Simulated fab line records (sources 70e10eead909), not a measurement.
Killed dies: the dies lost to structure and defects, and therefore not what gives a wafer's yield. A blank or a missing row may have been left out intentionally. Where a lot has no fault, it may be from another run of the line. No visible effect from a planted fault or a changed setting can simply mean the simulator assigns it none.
Matching of chambers :: flow nand harc :: rie diel-06 running NHARC_A_M1_ETCH_35: 4 sister chambers
The step etches the open film in N2/H2, target depth 40 nm, overetch 12 nm, time 43.94 s. 4 wafers are shown with their chamber, then 7 later ones without.

WAFERS PAIRED WITH THEIR CHAMBERS
wafer: L083.1
chamber: 2
showerhead plenum p Torr (Torr): 2.10

wafer: L083.2
chamber: 0
showerhead plenum p Torr (Torr): 2.15

wafer: L086.3
chamber: 3
showerhead plenum p Torr (Torr): 2.11

wafer: L086.5
chamber: 1
showerhead plenum p Torr (Torr): 2.05

WAFERS WHOSE CHAMBER IS MISSING
wafer: L086.6
showerhead plenum p Torr (Torr): 2.15

wafer: L088.4
showerhead plenum p Torr (Torr): 2.11

wafer: L088.5
showerhead plenum p Torr (Torr): 2.10

wafer: L088.6
showerhead plenum p Torr (Torr): 2.05

wafer: L092.1
showerhead plenum p Torr (Torr): 2.05

wafer: L092.3
showerhead plenum p Torr (Torr): 2.14

wafer: L092.4
showerhead plenum p Torr (Torr): 2.10

EACH ONE'S CHAMBER
wafer: L086.6
from the rows above: 0
in truth: 0

wafer: L088.4
from the rows above: 3
in truth: 3

wafer: L088.5
from the rows above: 2
in truth: 2

wafer: L088.6
from the rows above: 1
in truth: 1

wafer: L092.1
from the rows above: 1
in truth: 1

wafer: L092.3
from the rows above: 0
in truth: 0

wafer: L092.4
from the rows above: 2
in truth: 2
7 of 7 placed correctly. From these rows, 0 cannot be placed. Number placed wrongly: 0.
How it was worked out, from the rows above alone: a wafer's distance from a chamber is the root of the sum, over the readings, of the square of ((its reading less the chamber's mean) divided by the reading's scatter). The wafer belongs to the nearest chamber; if the next one is less than 2 further off, it can't be placed. The mean given for a chamber averages the wafers shown for that chamber. The scatter (one wafer shown for each chamber): square how far every hidden wafer sits from the nearest shown wafer, average those squares and take the square root.
